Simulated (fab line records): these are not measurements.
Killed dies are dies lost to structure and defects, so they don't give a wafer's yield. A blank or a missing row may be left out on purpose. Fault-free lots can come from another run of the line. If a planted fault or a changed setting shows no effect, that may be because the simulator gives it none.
fab line records | flow n5_finfet
[record] lots = 5 | wafers = 14 | last_day = 16
route steps=1938 shown BEOL_M12@1636
lots that met no fault: taken from a fault-free run of the same line
start_h: the number of hours between the record's first day and the start of the first shown wafer of the lot | wait_h: hours since the lot's step before | " unchanged from the row above | L1.1+2: a row that stands for several wafers | - value missing, or start not given | * or withheld: withheld | < > ~ a bound
route shown NAME@n: names a module that has steps shown in the file, with the first one's number in the route | usual: mean and standard deviation over wafers with no fault | same: alike in all rows | chamber/n: place in a boat | sites: per-site readings | _std_site: standard deviation of those values | _edge_site: the outer-site mean with the inner-site mean subtracted | radius_mm: how far each site lies from the wafer's centre | mask NAME#n: copy n | behind: the most recent tool/chamber to have shaped the wafer | hold: what put the lot on hold/how long, in hours/how the hold closed | device: transistor that didn't switch, given as n, p or np | end of line: at the end of the route, the tests of the same wafers | step lacking rows: just its recipe | killed: count of dies lost to structure and defects at first sort (not the wafer's yield) | map: the dies of a wafer, with x for killed, . for not killed, _ for no die there
set.NAME: the setting the step ran with; set.NAME@STEP: the setting that earlier step ran with | model.NAME: the simulator's own value behind a step, which no gauge read
lots at some steps of the route; a table a step, a row a wafer
services: when a tool's chamber went out of use (start_h, in hours from the record's first day, below 0 if earlier), for how many hours, and the reason
[[steps]]
[step N5_BEOL_M12_ETCH_67]
[recipe] chemistry = CF4 | target = SiARC | target_depth_a = 1430 | time_s = 238.3 | ion_energy_ev = 80 | pressure_mtorr = 40 | source_w = 545 | bias_w = 36 | Ar_flow_sccm = 100 | cf4_flow_sccm = 100 | ends = cleared
[step N5_BEOL_M12_ETCH_68]
[recipe] chemistry = N2/H2 | target = SOC | mask_material = SiARC | source_w = 3000 | bias_w = 350 | temp_c = 40 | time_s = 285 | ion_energy_ev = 200 | pressure_mtorr = 30 | n2_flow_sccm = 200 | h2_flow_sccm = 200
[usual] drypump_motor_current_A = 5.8/0.47 | oes_product_au = 0.82/0.095 | rf_vpp_V = 524.8/2.4 | showerhead_plenum_p_Torr = 2.58/0.087 | throttle_valve_pct = 17.67/0.21
lot.wafer | tool        | chamber | start_h | wait_h | drypump_motor_current_A | oes_product_au | rf_hours_counter_h | rf_vpp_V | showerhead_plenum_p_Torr | throttle_valve_pct
L963.2    | rie_diel-04 | 0       | 251.84  | 0.1    | 6.7                     | 0.88           | 27                 | 528.7    | 2.72                     | 17.80
L963.3    | "           | 3       | "       | "      | 6.4                     | 0.84           | 66                 | 524.8    | 2.57                     | 17.75
L963.5    | "           | 1       | "       | "      | 6.3                     | 0.94           | -                  | 522.2    | 2.49                     | 17.33
L967.1    | rie_diel-04 | 3       | 269.51  | 0.1    | 6.5                     | 0.84           | 72                 | 525.8    | 2.57                     | 17.78
L967.2    | "           | 1       | "       | "      | 6.3                     | 0.92           | 25                 | 522.9    | 2.49                     | 17.36
L967.6    | "           | 0       | "       | "      | 6.7                     | 0.87           | -                  | 528.3    | 2.72                     | 17.82
L965.3    | rie_diel-03 | 0       | 275.33  | 0.1    | 5.7                     | 0.71           | 223                | 523.3    | 2.53                     | 17.93
L965.4    | "           | 2       | "       | "      | 5.4                     | 0.77           | 135                | 523.7    | 2.53                     | 17.54
L965.6    | "           | 1       | "       | "      | 5.3                     | 0.80           | -                  | 525.0    | 2.57                     | 17.54
L978.1    | rie_diel-03 | 3       | 348.52  | 0.1    | 5.7                     | 0.86           | 56                 | 527.4    | 2.68                     | 17.60
L978.4    | "           | 1       | "       | "      | 5.3                     | 0.78           | 130                | 524.5    | 2.56                     | 17.58
L978.5    | "           | 2       | "       | "      | 5.4                     | 0.74           | -                  | 523.2    | 2.52                     | 17.57
L977.3    | rie_diel-02 | 3       | 349.61  | 0.1    | 5.6                     | 0.68           | 242                | 523.4    | 2.50                     | 17.89
L977.6    | "           | 0       | "       | "      | 5.3                     | 0.93           | -                  | 529.0    | 2.69                     | 17.15
[step N5_BEOL_M12_STRIP_69]
[recipe] chemistry = N2/H2 | temp_c = 40 | n2_flow_sccm = 200 | h2_flow_sccm = 200 | rf_frequency_hz = 6e+07
[step N5_BEOL_M12_TRENCH_ETCH_34]
[recipe] chemistry = C4F8/O2/Ar | target = SiOC | target_depth_a = 3189.5 | mask_material = SOC | pressure_mtorr = 30 | source_w = 3000 | bias_w = 700 | Ar_flow_sccm = 400 | C4F8_flow_sccm = 15 | O2_flow_sccm = 8 | he_inner_torr = 15 | he_outer_torr = 30 | time_s = 125.5 | ion_energy_ev = 250
[step N5_BEOL_M12_STRIP_70]
[recipe] chemistry = C4F8/O2/Ar | resist = SiARC | rf_frequency_hz = 6e+07
[step N5_BEOL_M12_OCD_MEAS_35]
[usual] trench_depth_nm = 319/4.2
lot.wafer | tool   | chamber | start_h | wait_h | trench_depth_nm
L963.2    | ocd-01 | -       | 252.18  | 0.0    | 319
L963.3    | "      | -       | "       | "      | 320
L963.5    | "      | -       | "       | "      | 325
L967.1    | ocd-01 | -       | 269.85  | 0.0    | 318
L967.2    | "      | -       | "       | "      | 327
L967.6    | "      | -       | "       | "      | 320
L965.3    | ocd-02 | -       | 275.67  | 0.0    | 315
L965.4    | "      | -       | "       | "      | 314
L965.6    | "      | -       | "       | "      | 319
L978.1    | ocd-02 | -       | 348.85  | 0.0    | 322
L978.4    | "      | -       | "       | "      | 322
L978.5    | "      | -       | "       | "      | 313
L977.3    | ocd-02 | -       | 349.95  | 0.0    | 315
L977.6    | "      | -       | "       | "      | 319
[step N5_BEOL_M12_STRIP_37]
[recipe] chemistry = N2/H2 | power_w = 1000 | temp_c = 250 | h2_frac = 0.65 | overash_fraction = 0.3 | pressure_mtorr = withheld | n2_flow_sccm = 1750 | h2_flow_sccm = 3250
[step N5_BEOL_M12_ETCH_38]
[recipe] chemistry = CF4/N2 | target = SiCN | target_depth_a = 687 | taper_deg = 2 | time_s = 73.4 | ion_energy_ev = 150 | mask_material = SiO2 | pressure_mtorr = 40 | source_w = 430 | bias_w = 70 | Ar_flow_sccm = 100 | cf4_flow_sccm = 60 | n2_flow_sccm = 60
[usual] drypump_motor_current_A = 5.6/0.39 | oes_product_au = 0.83/0.097 | rf_vpp_V = 383.0/1.8 | showerhead_plenum_p_Torr = 2.23/0.068 | throttle_valve_pct = 15.29/0.19
lot.wafer | tool        | chamber | start_h | wait_h | drypump_motor_current_A | oes_product_au | rf_hours_counter_h | rf_vpp_V | showerhead_plenum_p_Torr | throttle_valve_pct
L963.2    | rie_diel-02 | 1       | 252.48  | -      | 6.2                     | 0.69           | 240                | 382.5    | 2.27                     | 15.53
L963.3    | "           | 3       | "       | "      | 5.6                     | 0.73           | 199                | 380.8    | 2.19                     | 15.48
L963.5    | "           | 1       | "       | "      | 6.2                     | 0.69           | -                  | 383.5    | 2.27                     | 15.52
L967.1    | rie_diel-04 | 0       | 271.49  | -      | 6.7                     | 0.87           | 34                 | 384.1    | 2.34                     | 15.40
L967.2    | "           | 3       | "       | "      | 6.4                     | 0.82           | 73                 | 383.3    | 2.24                     | 15.51
L967.6    | "           | 1       | "       | "      | 6.3                     | 0.92           | -                  | 380.8    | 2.16                     | 15.05
L965.3    | rie_diel-02 | 2       | 276.72  | -      | 5.2                     | 1.00           | 2                  | 384.3    | 2.26                     | 15.37
L965.4    | "           | 2       | "       | "      | 5.2                     | 0.99           | -                  | 384.0    | 2.26                     | 15.36
L965.6    | "           | 3       | "       | "      | 5.6                     | 0.72           | -                  | 381.5    | 2.19                     | 15.49
L978.1    | rie_diel-02 | 0       | 349.33  | -      | 5.3                     | 0.92           | 9                  | 385.5    | 2.34                     | 14.91
L978.4    | "           | 1       | "       | "      | 6.3                     | 0.89           | 23                 | 383.0    | 2.26                     | 15.09
L978.5    | "           | 0       | "       | "      | 5.3                     | 0.92           | -                  | 385.8    | 2.34                     | 14.93
L977.3    | rie_diel-02 | 2       | 354.44  | -      | 5.2                     | 0.89           | 34                 | 384.4    | 2.25                     | 15.44
L977.6    | "           | 3       | "       | "      | 5.6                     | 0.68           | -                  | 382.5    | 2.17                     | 15.57
[step N5_BEOL_M12_PRECLEAN_39]
[recipe] chemistry = residue_remover | time_s = 60 | temp_c = 40
[step N5_BEOL_M12_SRD_40]
[recipe] time_s = 30 | temp_c = 23 | rinse_liquid = diw | dry = n2_spin | spin_rpm = 1500 | dry_time_s = 30
[step N5_BEOL_M12_DEGAS_41]
[recipe] ambient = vacuum | temp_c = 250 | time_s = 60
[usual] heater_power_w = 331/25
lot.wafer | tool           | chamber | start_h | wait_h | heater_power_w
L963.2    | pvd_sputter-01 | -       | 253.00  | 0.4    | 294
L963.3    | "              | -       | "       | "      | 275
L963.5    | "              | -       | "       | "      | 281
L967.1    | pvd_sputter-01 | -       | 272.52  | 0.9    | 293
L967.2    | "              | -       | "       | "      | 364
L967.6    | "              | -       | "       | "      | 284
L965.3    | pvd_sputter-02 | -       | 277.12  | 0.2    | 305
L965.4    | "              | -       | "       | "      | 344
L965.6    | "              | -       | "       | "      | 305
L978.1    | pvd_sputter-03 | -       | 349.71  | 0.2    | 313
L978.4    | "              | -       | "       | "      | 324
L978.5    | "              | -       | "       | "      | 320
L977.3    | pvd_sputter-03 | -       | 354.81  | 0.2    | 319
L977.6    | "              | -       | "       | "      | 349
[step N5_BEOL_M12_PRE_CLEAN_42]
[recipe] gas = H2/He | time_s = 30 | temp_c = 250
[step N5_BEOL_M12_SPUTTER_43]
[recipe] material = TaN | target_thk_a = 150 | temp_c = 50 | bias_v = 168.6 | power_w = 15000 | chamber_pressure_pa = 0.12 | time_s = 24.19
[usual] throttle_valve_pct = 29.9/1.2
lot.wafer | tool           | chamber | start_h | wait_h | throttle_valve_pct | model.TaN_of_BEOL_M12_SPUTTER_43.thk_nm
L963.2    | pvd_sputter-01 | -       | 253.08  | 0.0    | 30.2               | 15
L963.3    | "              | -       | "       | "      | 28.2               | 14.8
L963.5    | "              | -       | "       | "      | 30.3               | 15
L967.1    | pvd_sputter-01 | -       | 272.60  | 0.0    | 30.2               | 15
L967.2    | "              | -       | "       | "      | 31.5               | 14.8
L967.6    | "              | -       | "       | "      | 28.2               | 15
L965.3    | pvd_sputter-02 | -       | 277.20  | 0.0    | 30.1               | 15
L965.4    | "              | -       | "       | "      | 29.8               | 15.2
L965.6    | "              | -       | "       | "      | 30.4               | 14.8
L978.1    | pvd_sputter-03 | -       | 349.79  | 0.0    | 29.0               | 15.4
L978.4    | "              | -       | "       | "      | 29.2               | 15
L978.5    | "              | -       | "       | "      | 29.1               | 15
L977.3    | pvd_sputter-03 | -       | 354.89  | 0.0    | 29.2               | 25
L977.6    | "              | -       | "       | "      | 28.8               | 15
[step N5_BEOL_M12_SPUTTER_44]
[recipe] material = Ta | target_thk_a = 100 | temp_c = 50 | bias_v = 80 | power_w = 15000 | chamber_pressure_pa = 0.07 | time_s = 16.13
[step N5_BEOL_M12_SPUTTER_45]
[recipe] material = Cu | target_thk_a = 800 | temp_c = -20 | bias_v = 60 | power_w = 26000 | chamber_pressure_pa = 0.13 | time_s = 13.33
[usual] throttle_valve_pct = 29.9/1.2
lot.wafer | tool           | chamber | start_h | wait_h | throttle_valve_pct
L963.2    | pvd_sputter-01 | -       | 253.24  | 0.0    | 29.9
L963.3    | "              | -       | "       | "      | 27.9
L963.5    | "              | -       | "       | "      | 29.9
L967.1    | pvd_sputter-01 | -       | 272.76  | 0.0    | 30.2
L967.2    | "              | -       | "       | "      | 31.4
L967.6    | "              | -       | "       | "      | 28.3
L965.3    | pvd_sputter-02 | -       | 277.36  | 0.0    | 30.2
L965.4    | "              | -       | "       | "      | 29.9
L965.6    | "              | -       | "       | "      | 30.4
L978.1    | pvd_sputter-03 | -       | 349.95  | 0.0    | 29.0
L978.4    | "              | -       | "       | "      | 29.0
L978.5    | "              | -       | "       | "      | 29.0
L977.3    | pvd_sputter-03 | -       | 355.05  | 0.0    | 29.0
L977.6    | "              | -       | "       | "      | 28.5
[step N5_BEOL_M12_ECD_47]
[recipe] material = Cu | target_thk_a = 7200
[step N5_BEOL_M12_ANNEAL_48]
[recipe] temp_c = 225 | time_s = 90 | ambient = N2
[step N5_BEOL_M12_CMP_49]
[recipe] stop_on = SiOC | t_overpolish_s = 20.6 | down_force_psi = 1 | platen_rpm = 50 | clearing_platen_down_force_psi = 1.5 | clearing_platen_rpm = 50 | post_cmp_clean = cu_alkaline | target_thk_nm = 320 | clearing_platen_pad_velocity_m_s = 0.99484 | pad_velocity_m_s = 0.99484
[usual] barrier_field_endpoint_s = 30.6/0.78 | edge_zone_pressure_frac = 1.000/0.0053 | motor_current_A = 5.7/0.5
lot.wafer | tool   | chamber | start_h | wait_h | barrier_field_endpoint_s | edge_zone_pressure_frac | motor_current_A | model.Cu_of_BEOL_M12_ECD_47.thk_nm
L963.3    | cmp-01 | 3       | 253.87  | 0.2    | 29.6                     | 0.997                   | 4.7             | 320.8
L963.2    | "      | 0       | "       | "      | 29.8                     | 1.006                   | 5.8             | 319
L963.5    | "      | 2       | "       | "      | 30.1                     | 1.013                   | 5.6             | 325.6
L967.1    | cmp-04 | 1       | 273.94  | 0.3    | 30.6                     | 1.004                   | 5.4             | 319
L967.2    | "      | 2       | "       | "      | 31.0                     | 1.010                   | 6.6             | 328.8
L967.6    | "      | 1       | "       | "      | 30.4                     | 1.003                   | 5.5             | 320.4
L965.4    | cmp-01 | 3       | 278.10  | 0.1    | 30.2                     | 1.005                   | 4.7             | 315.6
L965.3    | "      | 0       | "       | "      | 30.7                     | 1.006                   | 5.5             | 318
L965.6    | "      | 0       | "       | "      | 30.5                     | 1.000                   | 5.5             | 321.8
L978.1    | cmp-01 | 2       | 350.50  | 0.3    | 29.7                     | 1.002                   | 5.9             | 321.6
L978.4    | "      | 0       | "       | "      | 29.9                     | 1.004                   | 5.4             | 322.8
L978.5    | "      | 3       | "       | "      | 29.0                     | 1.010                   | 5.0             | 313.4
L977.3    | cmp-01 | 2       | 355.70  | 0.3    | 41.3                     | 1.001                   | 6.0             | 306
L977.6    | "      | 1       | "       | "      | 30.9                     | 0.996                   | 5.9             | 319.4
[step N5_BEOL_M12_THK_MEAS_50]
[recipe] thk_meas_gauge = xrf | reads = Cu_of_BEOL_M12_ECD_47
[usual] M12_THK = 316/6.3
lot.wafer | tool          | chamber | start_h | wait_h | M12_THK[nm]
L963.2    | film_metro-01 | -       | 254.09  | -      | 312
L963.3    | "             | -       | "       | "      | 314
L963.5    | "             | -       | "       | "      | 320
L967.1    | film_metro-01 | -       | 274.24  | -      | 313
L967.2    | "             | -       | "       | "      | 323
L967.6    | "             | -       | "       | "      | 316
L965.3    | film_metro-02 | -       | 278.40  | -      | 318
L965.4    | "             | -       | "       | "      | 315
L965.6    | "             | -       | "       | "      | 322
L978.1    | film_metro-01 | -       | 350.80  | -      | 317
L978.4    | "             | -       | "       | "      | 318
L978.5    | "             | -       | "       | "      | 308
L977.3    | film_metro-01 | -       | 355.92  | -      | 300
L977.6    | "             | -       | "       | "      | 313
[step N5_BEOL_M12_PRE_CLEAN_52]
[recipe] gas = NH3 | time_s = 15 | temp_c = withheld | rf_power_w = 300
[step N5_BEOL_M12_DEP_53]
[recipe] material = SiCN | target_thk_a = 300 | temp_c = withheld | precursor = 3MS/NH3 | pressure_torr = 3 | rf_w = 675 | time_s = 10.5
[usual] showerhead_plenum_p_Torr = 4.171/0.024 | throttle_valve_pct = 17.5/0.89
lot.wafer | tool     | chamber | start_h | wait_h | showerhead_plenum_p_Torr | throttle_valve_pct
L963.2    | pecvd-01 | 1       | 254.16  | 0.0    | 4.174                    | 17.8
L963.3    | "        | 2       | "       | "      | 4.203                    | 16.3
L963.5    | "        | 0       | "       | "      | 4.188                    | 17.6
L967.1    | pecvd-01 | 0       | 274.30  | 0.0    | 4.198                    | 17.5
L967.2    | "        | 2       | "       | "      | 4.207                    | 16.2
L967.6    | "        | 2       | "       | "      | 4.213                    | 16.5
L965.3    | pecvd-03 | 0       | 278.46  | 0.0    | 4.154                    | 17.1
L965.4    | "        | 2       | "       | "      | 4.196                    | 18.4
L965.6    | "        | 0       | "       | "      | 4.148                    | 17.1
L978.1    | pecvd-04 | 2       | 350.86  | 0.0    | 4.144                    | 16.4
L978.4    | "        | 2       | "       | "      | 4.141                    | 16.5
L978.5    | "        | 1       | "       | "      | 4.162                    | 17.6
L977.3    | pecvd-04 | 1       | 355.98  | 0.0    | 4.160                    | 17.4
L977.6    | "        | 2       | "       | "      | 4.149                    | 16.8
[step N5_BEOL_M12_RS_MEAS_54]
[recipe] thk_meas_gauge = four-point-probe | reads = Cu_of_BEOL_M12_ECD_47+Ta_of_BEOL_M12_SPUTTER_44+TaN_of_BEOL_M12_SPUTTER_43
[usual] M12_RS = 0.0600/0.00084
lot.wafer | tool          | chamber | start_h | wait_h | M12_RS[ohm/sq]
L963.2    | film_metro-02 | -       | 254.22  | 0.0    | 0.0603
L963.3    | "             | -       | "       | "      | 0.0599
L963.5    | "             | -       | "       | "      | 0.0590
L967.1    | film_metro-02 | -       | 274.36  | 0.0    | 0.0602
L967.2    | "             | -       | "       | "      | 0.0584
L967.6    | "             | -       | "       | "      | 0.0600
L965.3    | film_metro-02 | -       | 278.52  | 0.0    | 0.0603
L965.4    | "             | -       | "       | "      | 0.0611
L965.6    | "             | -       | "       | "      | 0.0596
L978.1    | film_metro-01 | -       | 350.92  | 0.0    | 0.0597
L978.4    | "             | -       | "       | "      | 0.0594
L978.5    | "             | -       | "       | "      | 0.0613
L977.3    | film_metro-01 | -       | 356.04  | 0.0    | 0.0629
L977.6    | "             | -       | "       | "      | 0.0602
[step N5_BEOL_M12_INSPECT_55]
[recipe] inspect_instrument = darkfield | mode = post_dep
[usual] raw_defect_count = 66/22
lot.wafer | tool              | chamber | start_h | wait_h | raw_defect_count
L963.2    | defect_inspect-02 | -       | 254.24  | 0.0    | 78
L963.3    | "                 | -       | "       | "      | 84
L963.5    | "                 | -       | "       | "      | 56
L967.1    | defect_inspect-02 | -       | 274.39  | 0.0    | 74
L967.2    | "                 | -       | "       | "      | 79
L967.6    | "                 | -       | "       | "      | 62
L965.3    | defect_inspect-01 | -       | 278.55  | 0.0    | 56
L965.4    | "                 | -       | "       | "      | 65
L965.6    | "                 | -       | "       | "      | 55
L978.1    | defect_inspect-02 | -       | 350.95  | 0.0    | 65
L978.4    | "                 | -       | "       | "      | 104
L978.5    | "                 | -       | "       | "      | 64
L977.3    | defect_inspect-01 | -       | 356.07  | 0.0    | 56
L977.6    | "                 | -       | "       | "      | 57
[[services]]
tool           | chamber | start_h | hours | kind
pvd_sputter-01 | -       | 231.67  | 2.2   | repair
pvd_sputter-01 | -       | 236.50  | 2.7   | repair
rie_diel-02    | 2       | 241.92  | -     | clean
rie_diel-02    | 2       | 241.92  | -     | consumable_replace:focus_ring
rie_diel-02    | 2       | 241.92  | 31.1  | scheduled_down
rie_diel-02    | 2       | 241.92  | 31.1  | vent_cycle
cmp-04         | -       | 252.53  | 18.1  | pm
rie_diel-03    | 0       | 259.75  | 6.6   | repair
rie_diel-02    | 0       | 261.10  | 2.4   | repair
pecvd-01       | -       | 262.81  | 2.8   | pm
cmp-01         | -       | 272.91  | 0.3   | repair
rie_diel-02    | 1       | 273.09  | -     | clean
pecvd-04       | 1       | 297.75  | 48.4  | repair
cmp-01         | -       | 302.68  | 5.5   | pm
rie_diel-03    | 0       | 310.73  | 1.4   | repair
rie_diel-03    | 2       | 316.71  | 5.3   | repair
pecvd-03       | 1       | 321.47  | 16.8  | repair
pecvd-04       | 2       | 333.04  | 2.6   | repair
pvd_sputter-01 | -       | 339.12  | 1.2   | repair
rie_diel-04    | 3       | 341.69  | 14.3  | repair
rie_diel-02    | -       | 344.12  | 2.0   | repair
rie_diel-04    | 1       | 345.68  | 5.8   | repair
rie_diel-04    | -       | 346.66  | 14.6  | pm
cmp-04         | -       | 348.73  | 0.5   | repair
[[key]]
[first_sign] step = N5_BEOL_M12_CMP_49 | reading = barrier_field_endpoint_s | direction = up | sigmas = 14 | usual = 30.6 | struck = 41.3
[effect] step = N5_BEOL_M12_RS_MEAS_54 | reading = M12_RS | direction = up | sigmas = 3.4 | usual = 0.0600 | struck = 0.0629
[model_effect] step = N5_BEOL_M12_SPUTTER_43 | value = TaN_of_BEOL_M12_SPUTTER_43.thk_nm | without = 15.2 | struck = 25
[model_effect] step = N5_BEOL_M12_CMP_49 | value = Cu_of_BEOL_M12_ECD_47.thk_nm | without = 316 | struck = 306
met_at N5_BEOL_M12_SPUTTER_43
struck_wafers L977.3
onset_between 349.79 354.89
[fault] kind = process_parameter_drift | tool = pvd_sputter-03 | chamber = - | onset_h = 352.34 | steps = N5_BEOL_M12_SPUTTER_43 | channel = time_s | offset = * | shape = step | end_h = 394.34 | scope = struck_wafers_only | acts_in = * | stated = *
